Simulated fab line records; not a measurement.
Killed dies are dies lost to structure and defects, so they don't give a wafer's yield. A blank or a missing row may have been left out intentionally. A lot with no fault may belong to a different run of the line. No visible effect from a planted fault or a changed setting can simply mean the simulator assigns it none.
fab line records -- flow n5_finfet -- part 2 of 2: steps 4 to 6 of 6
[record] lots = 21, wafers = 63, last_day = 19
route steps=1938 shown BEOL_M9@1417 BEOL_M10@1474
lots that met no fault: from a run of the same line without faults
start_h: hours from the record's first day to the start of the lot's first wafer shown -- wait_h: how many hours have passed since the lot's step before this one -- " the same as in the row above -- L1.1+2: a row that stands for several wafers -- - no value, or no start was given -- * or withheld: withheld -- < > ~ a bound
route shown NAME@n: names a module that has steps shown in the file, with the first one's number in the route -- usual: mean/standard deviation of fault-free wafers -- same: alike in all rows -- chamber/n: place in a boat -- sites: readings site by site -- _std_site: standard deviation across them -- _edge_site: the outer-site mean with the inner-site mean subtracted -- radius_mm: how far each site lies from the wafer's centre -- mask NAME#n: copy n -- behind: the last tool/chamber to shape the wafer -- hold: what put the lot on hold/how long, in hours/how the hold closed -- device: transistor that didn't switch, given as n, p or np -- end of line: tests run on the same wafers once the route is complete -- a step without rows: its recipe alone -- killed: at the first sort, the dies lost to defects and structure; wafer yield is something else -- map: a wafer's dies, x killed, . not, _ none there
set.NAME: the run value of the setting; set.NAME@STEP: its run value at that earlier step -- model.NAME: the simulator's own value behind a step, which no gauge read
a sample of lots followed through the steps of the route, with each step as a table and each wafer as a row
services: from which hour (start_h, from the record's first day; less than 0 if before it) a tool's chamber was out of use, for how many hours, and why
[[steps]]
[step N5_BEOL_M9_ETCH_41]
[recipe] chemistry = CH3F/O2, target = SiCN, target_depth_a = 366, taper_deg = 2, time_s = 70.1, ion_energy_ev = 120, mask_material = TiN, pressure_mtorr = 30, source_w = 395, bias_w = 75, Ar_flow_sccm = 150, CH3F_flow_sccm = 30, O2_flow_sccm = 20
[usual] O2_flow_sccm = 20.00/0.058, bias_w = 74.98/0.2, chamber_pressure_mTorr = 30.00/0.038, drypump_motor_current_A = 5.5/0.38, oes_product_au = 0.79/0.085, rf_vpp_V = 297.5/1.2, showerhead_plenum_p_Torr = 2.00/0.05, throttle_valve_pct = 16.33/0.22
lot.wafer,tool,chamber,start_h,wait_h,O2_flow_sccm,bias_w,chamber_pressure_mTorr,drypump_motor_current_A,oes_product_au,rf_hours_counter_h,rf_vpp_V,showerhead_plenum_p_Torr,throttle_valve_pct
L074.2,rie_diel-06,1,-,-,20.03,74.89,30.00,5.7,0.95,7,300.0,2.14,16.10
L074.3,rie_diel-06,3,-,-,19.94,74.77,30.00,5.2,0.99,3,295.8,1.96,16.16
L074.4,rie_diel-06,0,-,-,19.92,75.39,30.00,5.4,0.71,211,297.9,1.99,16.60
L076.2,rie_diel-06,3,-,-,20.08,74.71,30.01,5.1,0.98,6,297.8,1.96,16.18
L076.3,rie_diel-06,0,-,-,20.11,75.06,30.01,5.4,0.71,214,296.2,1.98,16.59
L076.5,rie_diel-06,0,-,-,20.04,75.20,30.01,5.4,0.71,-,297.7,1.98,16.60
L075.4,rie_diel-03,3,-,-,20.02,74.69,30.02,5.4,0.74,158,297.0,2.00,16.59
L075.5,rie_diel-03,3,-,-,20.07,74.85,30.02,5.4,0.74,-,297.9,2.00,16.61
L075.6,rie_diel-03,0,-,-,20.07,74.91,30.00,6.3,0.91,-,296.1,1.96,16.00
L077.4,rie_diel-06,1,-,-,19.94,74.92,30.04,5.7,0.93,17,299.1,2.13,16.13
L077.5,rie_diel-06,0,-,-,19.93,75.05,30.01,5.4,0.71,-,297.6,1.98,16.63
L077.6,rie_diel-06,3,-,-,20.02,75.02,29.95,5.2,0.96,-,295.7,1.96,16.20
L078.1,rie_diel-05,3,-,-,19.94,75.16,29.98,5.4,0.75,144,297.9,2.01,16.16
L078.3,rie_diel-05,1,-,-,20.11,74.86,30.01,4.9,0.84,76,295.6,1.94,16.10
L078.4,rie_diel-05,2,-,-,20.02,74.93,30.00,5.8,0.80,118,297.1,2.01,16.63
L079.2,rie_diel-05,0,-,-,19.99,74.92,30.01,4.9,0.68,239,298.5,1.98,16.68
L079.5,rie_diel-05,3,-,-,20.11,75.06,30.01,5.4,0.75,-,297.6,2.01,16.16
L079.6,rie_diel-05,2,-,-,19.98,75.02,29.99,5.8,0.80,-,297.8,2.01,16.65
L080.2,rie_diel-06,3,-,-,19.88,75.04,30.02,5.1,0.94,19,296.9,1.96,16.21
L080.3,rie_diel-06,0,-,-,19.95,74.95,29.98,5.4,0.70,226,296.9,1.98,16.63
L080.6,rie_diel-06,1,-,-,19.96,75.10,30.03,5.7,0.90,-,299.0,2.13,16.14
L083.2,rie_diel-06,3,-,-,19.99,74.93,30.02,5.2,0.93,21,295.5,1.96,16.22
L083.3,rie_diel-06,2,-,-,19.93,75.07,29.98,5.8,0.77,132,298.8,2.01,16.43
L083.6,rie_diel-06,0,-,-,20.10,74.68,30.01,5.4,0.70,-,297.4,1.98,16.64
L081.3,rie_diel-06,0,-,-,20.01,75.17,30.02,5.4,0.70,231,295.3,1.98,16.64
L081.5,rie_diel-06,2,-,-,19.97,75.28,30.02,5.8,0.76,-,297.0,2.01,16.45
L081.6,rie_diel-06,3,-,-,19.87,74.67,29.97,5.2,0.92,-,296.6,1.96,16.22
L084.2,rie_diel-03,3,-,-,19.99,75.19,30.04,5.4,0.74,175,297.4,1.99,16.64
L084.3,rie_diel-03,1,-,-,20.05,75.04,30.02,5.1,0.78,112,296.5,2.02,16.18
L084.4,rie_diel-03,0,-,-,20.05,75.01,29.96,6.2,0.87,38,297.0,1.96,16.02
L085.1,rie_diel-05,3,-,-,20.04,74.61,30.02,5.4,0.73,157,298.4,2.01,16.17
L085.2,rie_diel-05,2,-,-,19.93,74.84,30.01,5.8,0.78,132,298.5,2.00,16.66
L085.3,rie_diel-05,1,-,-,19.93,74.83,29.97,4.9,0.83,90,297.0,1.94,16.12
L089.3,rie_diel-06,3,-,-,20.02,75.10,30.00,5.1,0.90,32,297.4,1.95,16.24
L089.4,rie_diel-06,1,-,-,20.09,75.06,30.00,5.7,0.88,39,301.0,2.13,16.14
L089.5,rie_diel-06,2,-,-,20.05,75.08,30.02,5.8,0.74,-,296.3,2.01,16.48
L086.4,rie_diel-05,2,-,-,19.96,75.16,30.00,5.8,0.80,136,297.7,2.00,16.67
L086.5,rie_diel-05,0,-,-,20.06,75.34,30.01,4.9,0.67,-,295.6,1.97,16.68
L086.6,rie_diel-05,3,-,-,19.90,74.93,29.98,5.4,0.74,-,297.9,2.00,16.20
L087.2,rie_diel-03,3,-,-,19.93,74.83,29.98,5.4,0.73,182,296.5,1.99,16.64
L087.4,rie_diel-03,2,-,-,20.01,75.14,30.03,5.8,0.68,222,298.3,2.06,16.21
L087.5,rie_diel-03,0,-,-,20.00,74.73,29.97,6.3,0.86,-,295.9,1.95,16.04
L088.2,rie_diel-03,2,-,-,19.96,74.54,30.00,5.7,0.68,222,298.8,2.06,16.18
L088.3,rie_diel-03,0,-,-,19.88,74.80,30.00,6.2,0.86,45,296.2,1.95,16.06
L088.5,rie_diel-03,0,-,-,19.94,74.88,30.02,6.2,0.87,-,295.9,1.95,16.04
L092.2,rie_diel-03,3,-,-,20.06,75.08,30.00,5.4,0.72,185,296.6,1.99,16.65
L092.5,rie_diel-03,2,-,-,19.94,75.00,30.00,5.7,0.68,-,298.8,2.06,16.22
L092.6,rie_diel-03,3,-,-,20.04,75.04,29.99,5.4,0.73,-,296.9,1.99,16.66
L091.1,rie_diel-05,3,-,-,20.01,75.15,29.98,5.4,0.73,170,298.7,2.00,16.21
L091.3,rie_diel-05,2,-,-,20.01,75.33,30.00,5.8,0.78,145,297.5,2.00,16.68
L091.6,rie_diel-05,3,-,-,20.03,74.64,30.01,5.4,0.73,-,298.2,2.00,16.22
L094.1,rie_diel-06,2,-,-,19.99,75.14,30.02,5.8,0.73,157,298.1,2.00,16.50
L094.2,rie_diel-06,3,-,-,19.99,75.28,30.01,5.2,0.88,49,296.8,1.95,16.28
L094.3,rie_diel-06,1,-,-,20.03,74.84,30.00,5.7,0.84,54,300.1,2.12,16.19
L095.2,rie_diel-05,2,-,-,20.12,74.92,29.97,5.8,0.77,151,297.4,2.00,16.69
L095.3,rie_diel-05,3,-,-,20.05,75.23,30.01,5.4,0.72,176,297.4,2.00,16.24
L095.6,rie_diel-05,1,-,-,20.04,74.82,29.98,4.9,0.81,-,295.4,1.93,16.17
L097.1,rie_diel-03,1,-,-,19.96,74.96,30.02,5.1,0.76,135,296.9,2.01,16.23
L097.3,rie_diel-03,0,-,-,20.01,74.94,29.93,6.3,0.83,61,296.5,1.95,16.06
L097.6,rie_diel-03,1,-,-,20.07,74.89,30.02,5.1,0.76,-,297.8,2.01,16.22
L096.4,rie_diel-06,3,-,-,20.04,75.07,30.00,5.2,0.86,60,296.4,1.94,16.30
L096.5,rie_diel-06,0,-,-,20.02,74.97,29.97,5.4,0.95,-,296.8,1.97,16.22
L096.6,rie_diel-06,1,-,-,20.00,75.12,30.00,5.7,0.83,-,299.0,2.12,16.19
[step N5_BEOL_M9_ALD_74]
[recipe] material = TaN, target_thk_a = 20, temp_c = 275, ald_precursor_family = PDMAT, ald_co_reactant = NH3, pressure_torr = 3, carrier_flow_sccm = 1500, pulse_time_s = 2, purge_time_s = 3, co_reactant_purge_time_s = 2, co_reactant_pulse_time_s = 3, ald_cycles = 40, precursor_vessel_temp_c = 75, precursor_vessel_pressure_torr = 26.25, precursor_vessel_carrier_sccm = 1000
[usual] heater_power_w = 429/47, mfc_carrier_sccm = 1500/4.8, precursor_vessel_temp_c = 75.00/0.11
lot.wafer,tool,chamber,start_h,wait_h,heater_power_w,mfc_carrier_sccm,precursor_vessel_temp_c
L074.2,ald_metal-01,0,204.44,0.0,434,1498,75.04
L074.3,ald_metal-01,2,204.44,0.0,423,1502,75.09
L074.4,ald_metal-01,3,204.44,0.0,355,1500,75.06
L076.2,ald_metal-04,2,215.78,0.0,497,1505,74.93
L076.3,ald_metal-04,3,215.78,0.0,367,1499,74.92
L076.5,ald_metal-04,2,215.78,0.0,499,1504,74.92
L075.4,ald_metal-04,2,228.91,0.1,503,1493,75.04
L075.5,ald_metal-04,2,228.91,0.1,499,1497,75.06
L075.6,ald_metal-04,3,228.91,0.1,366,1502,75.08
L077.4,ald_metal-01,1,237.89,0.0,519,1493,74.91
L077.5,ald_metal-01,2,237.89,0.0,417,1495,75.06
L077.6,ald_metal-01,3,237.89,0.0,364,1495,75.12
L078.1,ald_metal-02,2,248.63,0.1,440,1501,74.96
L078.3,ald_metal-02,1,248.63,0.1,392,1495,74.83
L078.4,ald_metal-02,3,248.63,0.1,469,1499,75.30
L079.2,ald_metal-04,3,256.50,0.1,371,1492,75.01
L079.5,ald_metal-04,1,256.50,0.1,430,1503,74.69
L079.6,ald_metal-04,3,256.50,0.1,361,1491,74.91
L080.2,ald_metal-04,0,264.62,0.0,433,1498,74.95
L080.3,ald_metal-04,2,264.62,0.0,494,1504,75.00
L080.6,ald_metal-04,0,264.62,0.0,446,1502,75.00
L083.2,ald_metal-04,1,272.78,0.0,425,1496,74.96
L083.3,ald_metal-04,2,272.78,0.0,502,1500,75.03
L083.6,ald_metal-04,2,272.78,0.0,498,1499,74.99
L081.3,ald_metal-02,1,281.32,0.1,394,1497,75.14
L081.5,ald_metal-02,1,281.32,0.1,388,1501,74.98
L081.6,ald_metal-02,0,281.32,0.1,400,1511,74.79
L084.2,ald_metal-04,2,289.69,0.2,510,1501,75.01
L084.3,ald_metal-04,0,289.69,0.2,449,1509,74.78
L084.4,ald_metal-04,1,289.69,0.2,438,1497,74.93
L085.1,ald_metal-04,2,297.90,0.0,509,1503,75.07
L085.2,ald_metal-04,1,297.90,0.0,447,1495,74.91
L085.3,ald_metal-04,3,297.90,0.0,366,1491,75.02
L089.3,ald_metal-04,0,306.72,0.1,436,1508,74.81
L089.4,ald_metal-04,1,306.72,0.1,424,1504,75.06
L089.5,ald_metal-04,2,306.72,0.1,506,1489,75.11
L086.4,ald_metal-04,2,307.29,0.2,511,1496,75.22
L086.5,ald_metal-04,0,307.29,0.2,440,1510,75.01
L086.6,ald_metal-04,1,307.29,0.2,439,1494,74.96
L087.2,ald_metal-04,0,313.89,0.1,431,1499,74.86
L087.4,ald_metal-04,1,313.89,0.1,440,1487,75.08
L087.5,ald_metal-04,1,313.89,0.1,435,1497,74.73
L088.2,ald_metal-01,2,314.61,0.0,426,1501,75.02
L088.3,ald_metal-01,0,314.61,0.0,460,1506,75.01
L088.5,ald_metal-01,0,314.61,0.0,443,1505,75.14
L092.2,ald_metal-02,1,325.45,0.1,383,1499,75.11
L092.5,ald_metal-02,0,325.45,0.1,404,1498,75.20
L092.6,ald_metal-02,1,325.45,0.1,387,1501,75.20
L091.1,ald_metal-01,3,333.32,0.0,357,1501,74.94
L091.3,ald_metal-01,0,333.32,0.0,442,1501,74.95
L091.6,ald_metal-01,0,333.32,0.0,446,1493,74.98
L094.1,ald_metal-01,2,350.65,0.0,428,1501,74.85
L094.2,ald_metal-01,3,350.65,0.0,366,1507,74.95
L094.3,ald_metal-01,0,350.65,0.0,454,1506,75.07
L095.2,ald_metal-04,1,351.60,0.0,411,1501,75.00
L095.3,ald_metal-04,2,351.60,0.0,448,1508,75.07
L095.6,ald_metal-04,1,351.60,0.0,412,1502,75.17
L097.1,ald_metal-04,0,364.10,0.1,426,1495,74.92
L097.3,ald_metal-04,2,364.10,0.1,453,1497,75.18
L097.6,ald_metal-04,3,364.10,0.1,360,1503,75.05
L096.4,ald_metal-04,3,381.03,0.1,361,1498,74.97
L096.5,ald_metal-04,3,381.03,0.1,357,1506,75.08
L096.6,ald_metal-04,2,381.03,0.1,465,1504,74.84
[step N5_BEOL_M10_HM_DEP_02]
[recipe] material = TiN, target_thk_a = 200, temp_c = 25, chamber_pressure_pa = 0.49996
[usual] throttle_valve_pct = 30.3/1.2
lot.wafer,tool,chamber,start_h,wait_h,throttle_valve_pct
L074.2,pvd_sputter-03,-,207.49,0.5,29.3
L074.3,pvd_sputter-03,-,207.49,0.5,32.4
L074.4,pvd_sputter-03,-,207.49,0.5,28.7
L076.2,pvd_sputter-01,-,218.77,0.7,30.5
L076.3,pvd_sputter-01,-,218.77,0.7,31.3
L076.5,pvd_sputter-01,-,218.77,0.7,31.3
L075.4,pvd_sputter-01,-,233.69,2.1,30.6
L075.5,pvd_sputter-01,-,233.69,2.1,31.3
L075.6,pvd_sputter-01,-,233.69,2.1,30.4
L077.4,pvd_sputter-02,-,242.09,1.7,29.3
L077.5,pvd_sputter-02,-,242.09,1.7,29.6
L077.6,pvd_sputter-02,-,242.09,1.7,30.3
L078.1,pvd_sputter-01,-,252.85,1.7,28.4
L078.3,pvd_sputter-01,-,252.85,1.7,30.4
L078.4,pvd_sputter-01,-,252.85,1.7,31.3
L079.2,pvd_sputter-02,-,260.88,2.1,31.4
L079.5,pvd_sputter-02,-,260.88,2.1,30.2
L079.6,pvd_sputter-02,-,260.88,2.1,31.2
L080.2,pvd_sputter-01,-,268.72,0.2,30.1
L080.3,pvd_sputter-01,-,268.72,0.2,30.3
L080.6,pvd_sputter-01,-,268.72,0.2,30.4
L083.2,pvd_sputter-03,-,276.36,1.2,32.4
L083.3,pvd_sputter-03,-,276.36,1.2,29.9
L083.6,pvd_sputter-03,-,276.36,1.2,28.7
L081.3,pvd_sputter-01,-,284.49,0.9,31.4
L081.5,pvd_sputter-01,-,284.49,0.9,31.2
L081.6,pvd_sputter-01,-,284.49,0.9,30.4
L084.2,pvd_sputter-02,-,294.53,0.9,30.3
L084.3,pvd_sputter-02,-,294.53,0.9,29.7
L084.4,pvd_sputter-02,-,294.53,0.9,31.8
L085.1,pvd_sputter-02,-,302.70,2.0,29.2
L085.2,pvd_sputter-02,-,302.70,2.0,31.1
L085.3,pvd_sputter-02,-,302.70,2.0,30.1
L089.3,pvd_sputter-01,-,310.28,1.4,30.2
L089.4,pvd_sputter-01,-,310.28,1.4,31.5
L089.5,pvd_sputter-01,-,310.28,1.4,28.1
L086.4,pvd_sputter-03,-,310.49,1.0,30.0
L086.5,pvd_sputter-03,-,310.49,1.0,29.5
L086.6,pvd_sputter-03,-,310.49,1.0,32.9
L087.2,pvd_sputter-03,-,316.74,0.7,29.5
L087.4,pvd_sputter-03,-,316.74,0.7,29.0
L087.5,pvd_sputter-03,-,316.74,0.7,29.5
L088.2,pvd_sputter-03,-,318.56,0.9,29.4
L088.3,pvd_sputter-03,-,318.56,0.9,32.8
L088.5,pvd_sputter-03,-,318.56,0.9,32.8
L092.2,pvd_sputter-02,-,328.22,0.5,31.5
L092.5,pvd_sputter-02,-,328.22,0.5,31.0
L092.6,pvd_sputter-02,-,328.22,0.5,30.2
L091.1,pvd_sputter-02,-,336.57,0.9,30.3
L091.3,pvd_sputter-02,-,336.57,0.9,31.5
L091.6,pvd_sputter-02,-,336.57,0.9,31.5
L094.1,pvd_sputter-03,-,355.22,1.9,29.7
L094.2,pvd_sputter-03,-,355.22,1.9,29.8
L094.3,pvd_sputter-03,-,355.22,1.9,32.4
L095.2,pvd_sputter-03,-,355.66,1.3,29.5
L095.3,pvd_sputter-03,-,355.66,1.3,32.1
L095.6,pvd_sputter-03,-,355.66,1.3,28.8
L097.1,pvd_sputter-03,-,370.28,3.0,28.8
L097.3,pvd_sputter-03,-,370.28,3.0,29.7
L097.6,pvd_sputter-03,-,370.28,3.0,29.1
L096.4,pvd_sputter-01,-,384.92,0.7,31.6
L096.5,pvd_sputter-01,-,384.92,0.7,30.4
L096.6,pvd_sputter-01,-,384.92,0.7,30.4
[[services]]
tool,chamber,start_h,hours,kind
rie_diel-06,3,180.34,-,clean
rie_diel-06,3,180.34,-,consumable_replace:focus_ring
rie_diel-06,3,180.34,15.5,scheduled_down
rie_diel-06,3,180.34,15.5,vent_cycle
rie_diel-03,0,209.33,4.7,repair
ald_metal-01,3,213.32,10.2,repair
rie_diel-06,0,235.18,4.9,repair
ald_metal-04,0,236.31,25.0,repair
rie_diel-03,0,268.47,1.5,repair
ald_metal-01,-,276.29,2.8,pm
ald_metal-01,-,280.01,1.3,repair
rie_diel-05,0,280.12,21.8,repair
ald_metal-04,3,298.84,10.0,repair
ald_metal-04,-,316.94,2.8,pm
ald_metal-02,0,317.79,5.4,repair
ald_metal-01,3,328.20,3.6,repair
rie_diel-06,2,329.05,5.4,repair
ald_metal-02,2,336.86,29.4,repair
ald_metal-04,-,337.25,14.0,pm
rie_diel-06,0,337.33,-,clean
rie_diel-06,0,337.33,-,consumable_replace:focus_ring
ald_metal-01,1,345.80,24.0,repair
rie_diel-05,2,354.62,15.6,repair
ald_metal-01,-,373.08,0.5,repair
